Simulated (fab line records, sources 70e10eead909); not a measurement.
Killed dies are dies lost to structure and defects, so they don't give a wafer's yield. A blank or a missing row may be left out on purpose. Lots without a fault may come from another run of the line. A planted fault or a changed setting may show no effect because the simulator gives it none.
A struck lot beside a sound one | flow nand_harc | 14 steps out of a route of 1302
Sound: wafers L834.2, L834.4, L834.6. Struck: wafers L843.2, L843.6. The cause comes at the end.
At each step with rows: each side's tool, then ch and its chambers, then its first start. Under that, the readings that differ: sound wafers | struck wafers | difference of the means | sigmas: that difference in standard deviations of wafers without a fault.
alike: readings whose means differ by less than 2 such deviations, and words and numbers that are the same on both sides. not compared: withheld readings, readings that some wafer has no value for, bounds like >300 that may hide the same value, and numbers for which the record gives no deviation and whose values overlap.
The two part at a step that has a row with sigmas, a row that says differs or no value, or rows on one side only. Numbers that don't overlap but have no deviation are shown without sigmas and don't part them. A reading that every wafer of one side lacks parts them only if that side has two wafers or more.

NHARC_A_CONTACT_ETCH_112: etches the open film in C4F8/O2/Ar, time 190 s, target depth 1850 nm.
  sound on har_cap_etch-03 ch 0, day 24 17:28; struck on har_cap_etch-03 ch 0,1, day 27 19:18
  not compared: rf_hours_counter_h
NHARC_A_CONTACT_ETCH_113: etches the open film in C4F8/O2/Ar, time 190 s, target depth 1850 nm.
  sound on har_cap_etch-03 ch 0, day 24 17:38; struck on har_cap_etch-03 ch 0,1, day 27 19:28
  not compared: rf_hours_counter_h
then, 1 step without rows for these wafers: NHARC_A_CONTACT_ETCH_114 (etches the open film in C4F8/O2/Ar, time 190 s, target depth 1850 nm).
NHARC_A_CONTACT_ETCH_115: etches the open film in C4F8/O2/Ar, time 190 s, target depth 1850 nm.
  sound on har_cap_etch-03 ch 0, day 24 17:58; struck on har_cap_etch-03 ch 0,1, day 27 19:49
  not compared: rf_hours_counter_h
then, 5 steps without rows for these wafers: NHARC_A_CONTACT_ETCH_116 (etches the open film in C4F8/O2/Ar, time 190 s, target depth 1850 nm); NHARC_A_CONTACT_ETCH_117 (etches the open film in C4F8/O2/Ar, time 190 s, target depth 1850 nm); NHARC_A_CONTACT_ETCH_118 (etches the open film in C4F8/O2/Ar, time 190 s, target depth 1850 nm); NHARC_A_CONTACT_ETCH_119 (etches the open film in C4F8/O2/Ar, time 190 s, target depth 1850 nm); NHARC_A_CONTACT_ETCH_120 (etches the open film in C4F8/O2/Ar, time 190 s, target depth 1850 nm).
NHARC_A_CONTACT_ETCH_121: etches the open film in C4F8/O2/Ar, time 190 s, target depth 1850 nm.
  sound on har_cap_etch-03 ch 0, day 24 19:00; struck on har_cap_etch-03 ch 0,1, day 27 20:50
  not compared: rf_hours_counter_h
NHARC_A_CONTACT_ETCH_122: etches the open film in C4F8/O2/Ar, time 190 s, target depth 1850 nm.
  sound on har_cap_etch-03 ch 0, day 24 19:10; struck on har_cap_etch-03 ch 0,1, day 27 21:00
  not compared: rf_hours_counter_h
then, 1 step without rows for these wafers: NHARC_A_CONTACT_ETCH_123 (etches the open film in C4F8/O2/Ar, time 490 s, target depth 2110 nm).
NHARC_A_CONTACT_ETCH_90: etches the open film in CH3F/O2, target depth 40 nm, time 85.7 s.
  sound on rie_diel-05 ch 1,2,3, day 24 20:17; struck on rie_diel-05 ch 1,2, day 27 22:10
  reading               | sound          | struck    | difference | sigmas
  oes_product_au (a.u.) | 1.03 1.02 1.02 | 0.73 0.73 | -0.29      | -9
  alike: drypump_motor_current_A, rf_vpp_V, showerhead_plenum_p_Torr, throttle_valve_pct
  not compared: rf_hours_counter_h
then, 1 step without rows for these wafers: NHARC_A_CONTACT_ETCH_96 (etches the open film in C4F6/O2, target depth 20 nm, time 10 s).

WHERE THEY PART
Only at NHARC_A_CONTACT_ETCH_90, within this record.

WHY: what the simulator had put in
Process parameter drift: rie_diel-05, from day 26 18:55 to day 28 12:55, at NHARC_A_CONTACT_ETCH_90. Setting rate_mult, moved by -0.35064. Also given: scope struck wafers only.
